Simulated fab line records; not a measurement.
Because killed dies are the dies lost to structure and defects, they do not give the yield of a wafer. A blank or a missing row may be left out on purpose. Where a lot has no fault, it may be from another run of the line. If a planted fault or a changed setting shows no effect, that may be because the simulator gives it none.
fab line records | flow n5-finfet
record: lots: 24 wafers: 72 last-day: 19
route steps=1938 shown BEOL_M13@1714 BEOL_M14@1727
lots that met no fault: taken from a fault-free run of the same line
start-h: the number of hours between the record's first day and the start of the first shown wafer of the lot | wait-h: hours elapsed since this lot's preceding step | " repeats the value in the row above | L1.1+2: several wafers, shown together as one row | - value missing, or start not given | * or withheld: withheld | < > ~ a bound
route shown NAME@n: NAME is a module with steps in the file, n the number in the route of the first one | usual: mean/standard deviation of fault-free wafers | same: alike in all rows | chamber/n: place in a boat | sites: per-site readings | _std_site: standard deviation of those values | _edge_site: inner sites' mean taken away from outer sites' mean | radius-mm: how far each site lies from the wafer's centre | mask NAME#n: copy n | behind: the most recent tool/chamber to have shaped the wafer | hold: why the lot went on hold/how many hours it stayed there/how the hold came to an end | device: the transistor (n, p or np) that didn't switch | end of line: the route-end tests of the same wafers | for a step that has no rows: nothing shown but its recipe | killed: at the first sort, the dies lost to defects and structure; wafer yield is something else | map: the dies of a wafer, with x for killed, . for not killed, _ for no die there
set.NAME: the setting the step ran with; set.NAME@STEP: the setting that earlier step ran with | model.NAME: the simulator's own value behind a step, which no gauge read
one table for each step of the route and one row for each wafer, over a sample of lots
services: when a tool's chamber went out of use (start-h, in hours from the record's first day, below 0 if earlier), for how many hours, and the reason
== steps ==
step: N5_BEOL_M13_RS_MEAS_54
recipe: thk-meas-gauge: four-point-probe reads: Cu_of_BEOL_M13_ECD_47+Ta_of_BEOL_M13_SPUTTER_44+TaN_of_BEOL_M13_SPUTTER_43
usual: M13_RS: 0.0446/0.00065
columns lot.wafer tool chamber start-h wait-h M13_RS[ohm/sq]
L074.1 film-metro-02 - 261.21 0.0 0.0453
L074.5 " - " " 0.0452
L074.6 " - " " 0.0449
L076.4 film-metro-01 - 276.66 0.0 0.0445
L076.5 " - " " 0.0451
L076.6 " - " " 0.0453
L075.2 film-metro-02 - 276.81 0.1 0.0445
L075.5 " - " " 0.0446
L075.6 " - " " 0.0448
L077.1 film-metro-01 - 286.13 0.1 0.0437
L077.3 " - " " 0.0449
L077.6 " - " " 0.0452
L079.1 film-metro-01 - 286.37 0.0 0.0449
L079.3 " - " " 0.0446
L079.4 " - " " 0.0429
L078.4 film-metro-02 - 291.78 0.0 0.0445
L078.5 " - " " 0.0442
L078.6 " - " " 0.0450
L080.3 film-metro-01 - 294.63 0.1 0.0429
L080.4 " - " " 0.0446
L080.5 " - " " 0.0434
L081.2 film-metro-02 - 295.44 0.1 0.0449
L081.3 " - " " 0.0442
L081.5 " - " " 0.0445
L083.3 film-metro-01 - 315.88 0.1 0.0434
L083.4 " - " " 0.0449
L083.5 " - " " 0.0434
L082.2 film-metro-01 - 320.38 0.1 0.0439
L082.3 " - " " 0.0450
L082.6 " - " " 0.0446
L084.1 film-metro-02 - 321.74 0.0 0.0456
L084.4 " - " " 0.0435
L084.6 " - " " 0.0454
L086.1 film-metro-02 - 335.47 0.0 0.0436
L086.2 " - " " 0.0437
L086.3 " - " " 0.0446
L088.1 film-metro-02 - 347.64 0.0 0.0443
L088.3 " - " " 0.0453
L088.5 " - " " 0.0450
L085.1 film-metro-02 - 349.13 0.0 0.0452
L085.4 " - " " 0.0447
L085.6 " - " " 0.0443
L087.1 film-metro-01 - 349.63 0.0 0.0461
L087.2 " - " " 0.0445
L087.4 " - " " 0.0451
L090.1 film-metro-02 - 362.53 0.0 0.0449
L090.2 " - " " 0.0448
L090.6 " - " " 0.0453
L091.2 film-metro-01 - 371.22 0.1 0.0447
L091.3 " - " " 0.0446
L091.4 " - " " 0.0444
L089.2 film-metro-01 - 378.69 0.1 0.0447
L089.3 " - " " 0.0443
L089.6 " - " " 0.0447
L093.1 film-metro-02 - 384.74 0.0 0.0440
L093.5 " - " " 0.0436
L093.6 " - " " 0.0449
L092.2 film-metro-01 - 390.05 0.1 0.0449
L092.4 " - " " 0.0449
L092.6 " - " " 0.0447
L096.1 film-metro-01 - 400.92 0.0 0.0448
L096.3 " - " " 0.0452
L096.5 " - " " 0.0439
L094.2 film-metro-01 - 401.17 0.1 0.0453
L094.3 " - " " 0.0452
L094.5 " - " " 0.0452
L095.1 film-metro-01 - 401.94 0.1 0.0445
L095.2 " - " " 0.0448
L095.4 " - " " 0.0448
L097.1 film-metro-02 - 420.39 0.0 0.0454
L097.4 " - " " 0.0440
L097.5 " - " " 0.0462
step: N5_BEOL_M14_OVL_MEAS_11
recipe: points-per-wafer: 44
usual: V13_OVL: -1/5.1
columns lot.wafer tool chamber start-h wait-h V13_OVL[nm]
L074.1 overlay-02 0 261.80 0.0 0
L074.5 " 0 " " 4
L074.6 " 0 " " -3
L076.4 overlay-02 0 277.37 0.0 -4
L076.5 " 0 " " 0
L076.6 " 0 " " -5
L075.2 overlay-02 0 277.54 0.0 -5
L075.5 " 0 " " -7
L075.6 " 0 " " 0
L077.1 overlay-02 0 286.73 0.0 2
L077.3 " 0 " " 5
L077.6 " 0 " " 15
L079.1 overlay-02 0 287.08 0.0 -2
L079.3 " 0 " " -1
L079.4 " 0 " " 0
L078.4 overlay-02 0 292.37 0.0 -1
L078.5 " 0 " " -3
L078.6 " 0 " " -2
L080.3 overlay-02 0 295.22 0.0 6
L080.4 " 0 " " 0
L080.5 " 0 " " 2
L081.2 overlay-02 0 296.16 0.0 -2
L081.3 " 0 " " 1
L081.5 " 0 " " -3
L083.3 overlay-02 0 316.47 0.0 4
L083.4 " 0 " " 0
L083.5 " 0 " " 6
L082.2 overlay-02 0 320.97 0.0 -5
L082.3 " 0 " " -5
L082.6 " 0 " " -5
L084.1 overlay-02 0 322.46 0.0 9
L084.4 " 0 " " -1
L084.6 " 0 " " -3
L086.1 overlay-02 0 336.17 0.1 -1
L086.2 " 0 " " 5
L086.3 " 0 " " 4
L088.1 overlay-02 0 348.25 0.0 -9
L088.3 " 0 " " -2
L088.5 " 0 " " -6
L085.1 overlay-02 0 349.84 0.0 -11
L085.4 " 0 " " -3
L085.6 " 0 " " -8
L087.1 overlay-02 0 350.35 0.0 -1
L087.2 " 0 " " -3
L087.4 " 0 " " 4
L090.1 overlay-02 0 363.25 0.0 -3
L090.2 " 0 " " -6
L090.6 " 0 " " 1
L091.2 overlay-02 0 371.93 0.0 0
L091.3 " 0 " " -5
L091.4 " 0 " " -4
L089.2 overlay-02 0 379.28 0.0 -2
L089.3 " 0 " " 7
L089.6 " 0 " " 3
L093.1 overlay-02 0 385.33 0.0 1
L093.5 " 0 " " -2
L093.6 " 0 " " 6
L092.2 overlay-02 0 390.77 0.0 -4
L092.4 " 0 " " -3
L092.6 " 0 " " -2
L096.1 overlay-02 0 401.51 0.0 -5
L096.3 " 0 " " -4
L096.5 " 0 " " -11
L094.2 overlay-02 0 401.89 0.0 -5
L094.3 " 0 " " -6
L094.5 " 0 " " -3
L095.1 overlay-02 0 402.53 0.0 4
L095.2 " 0 " " -10
L095.4 " 0 " " 2
L097.1 overlay-01 0 421.11 0.0 -8
L097.4 " 0 " " -2
L097.5 " 0 " " -6
step: N5_BEOL_M14_ETCH_38
recipe: chemistry: CF4/N2 target: SiCN target-depth-a: 1065 taper-deg: 2 time-s: 120.6 ion-energy-ev: 150 mask-material: SiO2 pressure-mtorr: 40 source-w: 430 bias-w: 70 Ar_flow_sccm: 100 cf4-flow-sccm: 60 n2-flow-sccm: 60
usual: cf4-flow-sccm: 60.00/0.17 drypump-motor-current-A: 5.6/0.54 oes-product-au: 0.78/0.087 rf-vpp-V: 382.2/1.5 showerhead-plenum-p-Torr: 2.20/0.049 throttle-valve-pct: 15.42/0.25
columns lot.wafer tool chamber start-h wait-h cf4-flow-sccm drypump-motor-current-A oes-product-au rf-hours-counter-h rf-vpp-V showerhead-plenum-p-Torr throttle-valve-pct
L074.1 rie-diel-02 0 - - 60.13 6.1 0.67 250 384.1 2.25 15.91
L074.5 " 3 " " 59.74 5.3 0.90 - 383.1 2.25 15.53
L074.6 " 0 " " 60.08 6.1 0.67 - 382.6 2.25 15.92
L075.2 rie-diel-02 1 - - 60.27 5.7 0.73 172 382.1 2.20 15.72
L075.5 " 1 " " 60.09 5.7 0.73 - 382.4 2.20 15.75
L075.6 " 3 " " 60.16 5.3 0.89 - 384.1 2.25 15.51
L076.4 rie-diel-05 0 - - 60.31 6.3 0.75 161 380.3 2.11 15.45
L076.5 " 2 " " 59.91 5.9 0.80 - 380.3 2.15 15.29
L076.6 " 1 " " 59.98 4.9 0.65 - 382.1 2.19 15.43
L077.1 rie-diel-02 1 - - 59.87 5.7 0.72 176 382.8 2.20 15.74
L077.3 " 1 " " 60.28 5.7 0.72 - 381.6 2.20 15.73
L077.6 " 2 " " 60.21 5.1 0.69 - 383.3 2.27 15.69
L079.1 rie-diel-05 1 - - 60.02 4.9 0.65 227 382.9 2.19 15.43
L079.3 " 2 " " 59.87 5.9 0.79 91 381.5 2.15 15.29
L079.4 " 2 " " 59.98 5.9 0.80 - 380.2 2.15 15.30
L078.4 rie-diel-06 3 - - 60.10 4.8 0.82 76 379.8 2.15 15.01
L078.5 " 2 " " 59.73 5.4 0.88 - 384.6 2.22 15.25
L078.6 " 3 " " 60.22 4.8 0.82 - 381.2 2.15 15.00
L080.3 rie-diel-02 0 - - 60.06 6.2 0.97 2 384.5 2.25 15.44
L080.4 " 1 " " 60.01 5.7 0.73 - 382.6 2.20 15.75
L080.5 " 2 " " 59.92 5.1 0.69 - 384.4 2.26 15.71
L081.2 rie-diel-05 2 - - 60.23 5.9 0.80 96 381.3 2.15 15.31
L081.3 " 1 " " 59.83 4.9 0.65 233 382.1 2.19 15.44
L081.5 " 1 " " 60.14 4.9 0.65 - 382.9 2.19 15.44
L083.3 rie-diel-02 2 - - 59.95 5.1 0.68 249 382.2 2.26 15.71
L083.4 " 1 " " 60.31 5.8 0.71 189 381.7 2.19 15.76
L083.5 " 2 " " 59.77 5.1 0.68 - 383.0 2.26 15.72
L082.2 rie-diel-06 1 - - 59.90 6.5 0.78 125 381.4 2.21 15.01
L082.3 " 3 " " 59.83 4.8 0.81 85 381.1 2.14 15.03
L082.6 " 3 " " 59.87 4.8 0.80 - 381.1 2.14 15.03
L084.1 rie-diel-05 2 - - 59.94 5.9 0.79 107 380.1 2.14 15.33
L084.4 " 2 " " 60.04 5.9 0.78 - 379.9 2.14 15.34
L084.6 " 2 " " 59.96 5.9 0.78 - 379.4 2.14 15.32
L086.1 rie-diel-06 1 - - 59.88 6.5 0.77 130 382.2 2.21 15.04
L086.2 " 0 " " 60.34 5.3 0.70 230 383.0 2.27 15.79
L086.3 " 3 " " 59.69 4.8 0.80 90 380.3 2.14 15.02
L088.1 rie-diel-02 0 - - 60.35 6.2 0.87 25 381.2 2.25 15.49
L088.3 " 1 " " 59.97 5.7 0.70 201 380.9 2.19 15.80
L088.5 " 1 " " 59.92 5.7 0.70 - 381.9 2.19 15.78
L085.1 rie-diel-06 2 - - 60.06 5.4 0.84 63 384.1 2.21 15.29
L085.4 " 1 " " 60.03 6.5 0.77 134 382.3 2.21 15.04
L085.6 " 1 " " 59.76 6.5 0.77 - 381.1 2.21 15.04
L087.1 rie-diel-02 3 - - 59.90 5.3 0.85 59 383.6 2.24 15.58
L087.2 " 1 " " 60.14 5.8 0.71 205 381.7 2.19 15.81
L087.4 " 2 " " 60.20 5.1 1.03 3 383.3 2.26 15.19
L090.1 rie-diel-05 1 - - 59.86 4.9 0.63 259 382.4 2.18 15.48
L090.2 " 0 " " 59.96 6.3 0.73 200 380.9 2.10 15.53
L090.6 " 2 " " 59.98 5.9 0.78 - 380.3 2.13 15.38
L091.2 rie-diel-02 0 - - 60.20 6.1 0.85 35 385.6 2.24 15.52
L091.3 " 2 " " 60.00 5.1 1.01 7 383.4 2.26 15.19
L091.4 " 3 " " 60.16 5.3 0.84 64 381.7 2.24 15.59
L089.2 rie-diel-06 0 - - 59.85 5.3 0.68 246 382.5 2.26 15.80
L089.3 " 3 " " 60.24 4.8 0.80 105 382.0 2.14 15.06
L089.6 " 1 " " 59.70 6.5 0.76 - 381.4 2.20 15.06
L093.1 rie-diel-06 3 - - 59.88 4.8 0.79 106 379.7 2.14 15.05
L093.5 " 3 " " 59.99 4.8 0.79 - 379.6 2.14 15.08
L093.6 " 2 " " 59.96 5.4 0.84 - 381.6 2.21 15.33
L092.2 rie-diel-02 2 - - 60.01 5.1 0.99 15 384.2 2.26 15.23
L092.4 " 0 " " 60.09 6.2 0.85 42 382.8 2.24 15.51
L092.6 " 2 " " 59.82 5.1 0.99 - 383.3 2.26 15.22
L096.1 rie-diel-06 3 - - 59.82 4.8 0.78 114 379.2 2.13 15.09
L096.3 " 2 " " 59.72 5.4 0.83 82 383.6 2.21 15.35
L096.5 " 3 " " 59.92 4.8 0.77 - 381.4 2.13 15.10
L094.2 rie-diel-05 1 - - 60.07 4.9 0.62 273 381.7 2.18 15.53
L094.3 " 1 " " 60.21 4.9 0.62 - 379.5 2.18 15.51
L094.5 " 0 " " 59.91 6.3 0.72 - 379.2 2.10 15.56
L095.1 rie-diel-06 2 - - 60.14 5.4 0.83 82 382.3 2.20 15.35
L095.2 " 3 " " 59.89 4.8 0.77 114 380.1 2.13 15.09
L095.4 " 2 " " 60.27 5.4 0.82 - 383.4 2.20 15.33
L097.1 rie-diel-06 2 - - 59.88 5.4 0.82 92 381.8 2.20 15.35
L097.4 " 0 " " 59.99 5.3 0.95 - 384.4 2.26 15.34
L097.5 " 2 " " 60.02 5.4 0.81 - 383.3 2.20 15.34
step: N5_BEOL_M14_SPUTTER_45
recipe: material: Cu target-thk-a: 1000 temp-c: -20 bias-v: 60 power-w: 26000 chamber-pressure-pa: 0.13 time-s: 16.67
usual: bias-v: 60.0/0.54 throttle-valve-pct: 30.2/0.69
columns lot.wafer tool chamber start-h wait-h bias-v throttle-valve-pct
L074.1 pvd-sputter-03 - 265.25 0.0 60.8 29.8
L074.5 " - " " 60.3 30.4
L074.6 " - " " 59.7 29.9
L075.2 pvd-sputter-03 - 283.33 0.0 59.8 29.7
L075.5 " - " " 59.6 29.7
L075.6 " - " " 59.7 30.1
L076.4 pvd-sputter-03 - 283.65 0.0 60.0 30.3
L076.5 " - " " 59.6 29.9
L076.6 " - " " 59.2 29.3
L079.1 pvd-sputter-03 - 290.38 0.0 60.4 29.9
L079.3 " - " " 59.4 29.1
L079.4 " - " " 60.5 30.4
L077.1 pvd-sputter-01 - 290.39 0.0 59.6 31.0
L077.3 " - " " 60.5 30.2
L077.6 " - " " 59.7 30.7
L078.4 pvd-sputter-02 - 297.06 0.0 60.0 30.0
L078.5 " - " " 60.6 30.1
L078.6 " - " " 59.6 31.6
L080.3 pvd-sputter-01 - 302.95 0.0 58.5 30.0
L080.4 " - " " 60.1 31.1
L080.5 " - " " 58.6 30.2
L081.2 pvd-sputter-02 - 303.09 0.0 59.3 30.0
L081.3 " - " " 60.3 30.0
L081.5 " - " " 60.1 29.5
L083.3 pvd-sputter-01 - 319.45 0.0 59.6 30.0
L083.4 " - " " 60.2 31.2
L083.5 " - " " 59.5 31.1
L082.2 pvd-sputter-01 - 324.06 0.0 60.1 29.3
L082.3 " - " " 59.7 31.0
L082.6 " - " " 59.8 30.2
L084.1 pvd-sputter-03 - 330.17 0.0 60.8 30.0
L084.4 " - " " 59.2 29.5
L084.6 " - " " 60.2 30.1
L086.1 pvd-sputter-02 - 340.30 0.0 60.4 31.7
L086.2 " - " " 60.0 29.9
L086.3 " - " " 60.0 30.2
L088.1 pvd-sputter-02 - 351.74 0.0 59.8 30.5
L088.3 " - " " 59.7 29.9
L088.5 " - " " 60.5 29.8
L085.1 pvd-sputter-03 - 354.35 0.0 60.1 30.3
L085.4 " - " " 60.2 29.7
L085.6 " - " " 61.0 29.9
L087.1 pvd-sputter-01 - 361.12 0.0 60.4 30.0
L087.2 " - " " 60.4 31.1
L087.4 " - " " 60.2 30.6
L090.1 pvd-sputter-03 - 370.72 0.0 60.2 29.4
L090.2 " - " " 60.5 29.4
L090.6 " - " " 60.4 29.5
L091.2 pvd-sputter-03 - 376.49 0.0 59.8 30.3
L091.3 " - " " 59.1 29.4
L091.4 " - " " 59.8 29.7
L089.2 pvd-sputter-03 - 384.86 0.0 60.1 29.8
L089.3 " - " " 60.5 29.7
L089.6 " - " " 59.6 29.1
L093.1 pvd-sputter-02 - 389.03 0.0 60.0 31.5
L093.5 " - " " 60.3 30.1
L093.6 " - " " 60.4 31.9
L092.2 pvd-sputter-03 - 396.11 0.0 59.7 29.8
L092.4 " - " " 59.8 29.7
L092.6 " - " " 60.3 29.1
L096.1 pvd-sputter-02 - 406.44 0.0 59.5 30.5
L096.3 " - " " 61.4 29.8
L096.5 " - " " 59.6 30.1
L094.2 pvd-sputter-02 - 406.76 0.0 60.2 29.8
L094.3 " - " " 58.4 31.4
L094.5 " - " " 59.9 32.0
L095.1 pvd-sputter-02 - 407.26 0.0 60.8 29.9
L095.2 " - " " 58.6 31.5
L095.4 " - " " 59.8 30.6
L097.1 pvd-sputter-02 - 425.40 0.0 60.0 30.4
L097.4 " - " " 60.5 31.6
L097.5 " - " " 61.2 31.9
step: N5_BEOL_M14_RS_MEAS_54
recipe: thk-meas-gauge: four-point-probe reads: Cu_of_BEOL_M14_ECD_47+Ta_of_BEOL_M14_SPUTTER_44+TaN_of_BEOL_M14_SPUTTER_43
usual: M14_RS: 0.0334/0.0011
columns lot.wafer tool chamber start-h wait-h M14_RS[ohm/sq]
L074.1 film-metro-01 - 266.28 0.0 0.0333
L074.5 " - " " 0.0341
L074.6 " - " " 0.0322
L075.2 film-metro-01 - 284.47 0.1 0.0345
L075.5 " - " " 0.0340
L075.6 " - " " 0.0325
L076.4 film-metro-01 - 285.50 0.0 0.0337
L076.5 " - " " 0.0359
L076.6 " - " " 0.0338
L079.1 film-metro-02 - 291.42 0.0 0.0323
L079.3 " - " " 0.0324
L079.4 " - " " 0.0332
L077.1 film-metro-02 - 291.64 0.0 0.0331
L077.3 " - " " 0.0348
L077.6 " - " " 0.0325
L078.4 film-metro-02 - 298.09 0.0 0.0325
L078.5 " - " " 0.0327
L078.6 " - " " 0.0326
L080.3 film-metro-02 - 303.99 0.1 0.0360
L080.4 " - " " 0.0340
L080.5 " - " " 0.0362
L081.2 film-metro-02 - 304.53 0.1 0.0336
L081.3 " - " " 0.0319
L081.5 " - " " 0.0330
L083.3 film-metro-02 - 320.93 0.1 0.0338
L083.4 " - " " 0.0322
L083.5 " - " " 0.0323
L082.2 film-metro-01 - 326.80 0.1 0.0327
L082.3 " - " " 0.0343
L082.6 " - " " 0.0337
L084.1 film-metro-01 - 331.19 0.0 0.0328
L084.4 " - " " 0.0340
L084.6 " - " " 0.0341
L086.1 film-metro-01 - 341.34 0.0 0.0360
L086.2 " - " " 0.0328
L086.3 " - " " 0.0343
L088.1 film-metro-01 - 354.08 0.0 0.0344
L088.3 " - " " 0.0322
L088.5 " - " " 0.0346
L085.1 film-metro-01 - 355.63 0.0 0.0322
L085.4 " - " " 0.0333
L085.6 " - " " 0.0340
L087.1 film-metro-02 - 363.98 0.0 0.0358
L087.2 " - " " 0.0328
L087.4 " - " " 0.0361
L090.1 film-metro-01 - 372.13 0.1 0.0337
L090.2 " - " " 0.0321
L090.6 " - " " 0.0322
L091.2 film-metro-01 - 377.52 0.1 0.0327
L091.3 " - " " 0.0324
L091.4 " - " " 0.0338
L089.2 film-metro-01 - 385.88 0.1 0.0309
L089.3 " - " " 0.0318
L089.6 " - " " 0.0314
L093.1 film-metro-02 - 390.06 0.0 0.0310
L093.5 " - " " 0.0343
L093.6 " - " " 0.0337
L092.2 film-metro-01 - 397.15 0.1 0.0337
L092.4 " - " " 0.0339
L092.6 " - " " 0.0339
L096.1 film-metro-02 - 407.46 0.0 0.0347
L096.3 " - " " 0.0328
L096.5 " - " " 0.0346
L094.2 film-metro-02 - 408.09 0.1 0.0338
L094.3 " - " " 0.0311
L094.5 " - " " 0.0339
L095.1 film-metro-01 - 408.28 0.0 0.0328
L095.2 " - " " 0.0324
L095.4 " - " " 0.0347
L097.1 film-metro-02 - 426.45 0.0 0.0324
L097.4 " - " " 0.0326
L097.5 " - " " 0.0326
step: N5_BEOL_M14_INSPECT_55
recipe: inspect-instrument: darkfield mode: post-dep
usual: raw-defect-count: 73/23
columns lot.wafer tool chamber start-h wait-h raw-defect-count
L074.1 defect-inspect-02 - 266.30 0.0 65
L074.5 " - " " 42
L074.6 " - " " 71
L075.2 defect-inspect-01 - 284.49 0.0 117
L075.5 " - " " 58
L075.6 " - " " 72
L076.4 defect-inspect-02 - 285.53 0.0 61
L076.5 " - " " 65
L076.6 " - " " 58
L079.1 defect-inspect-01 - 291.44 0.0 59
L079.3 " - " " 48
L079.4 " - " " 40
L077.1 defect-inspect-01 - 291.67 0.0 74
L077.3 " - " " 118
L077.6 " - " " 89
L078.4 defect-inspect-02 - 298.11 0.0 71
L078.5 " - " " 57
L078.6 " - " " 83
L080.3 defect-inspect-01 - 304.01 0.0 69
L080.4 " - " " 73
L080.5 " - " " 62
L081.2 defect-inspect-02 - 304.55 0.0 49
L081.3 " - " " 39
L081.5 " - " " 43
L083.3 defect-inspect-01 - 320.96 0.0 92
L083.4 " - " " 75
L083.5 " - " " 92
L082.2 defect-inspect-02 - 326.83 0.0 108
L082.3 " - " " 88
L082.6 " - " " 118
L084.1 defect-inspect-01 - 331.22 0.0 67
L084.4 " - " " 71
L084.6 " - " " 74
L086.1 defect-inspect-02 - 341.37 0.0 73
L086.2 " - " " 57
L086.3 " - " " 132
L088.1 defect-inspect-01 - 354.11 0.0 72
L088.3 " - " " 91
L088.5 " - " " 90
L085.1 defect-inspect-01 - 355.65 0.0 76
L085.4 " - " " 103
L085.6 " - " " 70
L087.1 defect-inspect-01 - 364.01 0.0 29
L087.2 " - " " 26
L087.4 " - " " 45
L090.1 defect-inspect-01 - 372.16 0.0 76
L090.2 " - " " 74
L090.6 " - " " 54
L091.2 defect-inspect-02 - 377.54 0.0 87
L091.3 " - " " 57
L091.4 " - " " 119
L089.2 defect-inspect-01 - 385.91 0.0 50
L089.3 " - " " 124
L089.6 " - " " 71
L093.1 defect-inspect-02 - 390.08 0.0 53
L093.5 " - " " 112
L093.6 " - " " 85
L092.2 defect-inspect-02 - 397.17 0.0 55
L092.4 " - " " 51
L092.6 " - " " 79
L096.1 defect-inspect-02 - 407.49 0.0 65
L096.3 " - " " 70
L096.5 " - " " 78
L094.2 defect-inspect-01 - 408.11 0.0 85
L094.3 " - " " 77
L094.5 " - " " 48
L095.1 defect-inspect-01 - 408.31 0.0 56
L095.2 " - " " 63
L095.4 " - " " 78
L097.1 defect-inspect-02 - 426.48 0.0 49
L097.4 " - " " 67
L097.5 " - " " 61
== services ==
columns tool chamber start-h hours kind
rie-diel-02 0 271.52 9.9 repair
rie-diel-02 0 281.47 - clean
rie-diel-02 0 281.47 - consumable-replace:focus-ring
rie-diel-02 0 281.47 15.5 scheduled-down
rie-diel-02 0 281.47 15.5 vent-cycle
rie-diel-02 3 287.60 16.7 repair
rie-diel-02 2 321.25 - clean
rie-diel-02 2 321.25 - consumable-replace:focus-ring
rie-diel-02 2 321.25 26.4 scheduled-down
rie-diel-02 2 321.25 26.4 vent-cycle
rie-diel-02 1 334.26 5.1 repair
pvd-sputter-01 - 367.25 3.0 repair
rie-diel-05 2 374.65 24.2 repair
pvd-sputter-03 - 385.93 7.3 repair
rie-diel-06 0 396.96 - clean
rie-diel-06 0 396.96 - consumable-replace:focus-ring
rie-diel-06 0 396.96 16.0 scheduled-down
rie-diel-06 0 396.96 16.0 vent-cycle
rie-diel-05 2 401.37 11.0 repair
rie-diel-02 3 401.91 5.7 repair
rie-diel-05 2 413.41 9.1 repair
rie-diel-06 3 415.78 14.3 repair
rie-diel-05 1 422.75 - clean
rie-diel-05 1 422.75 - consumable-replace:focus-ring
== key ==
fault none
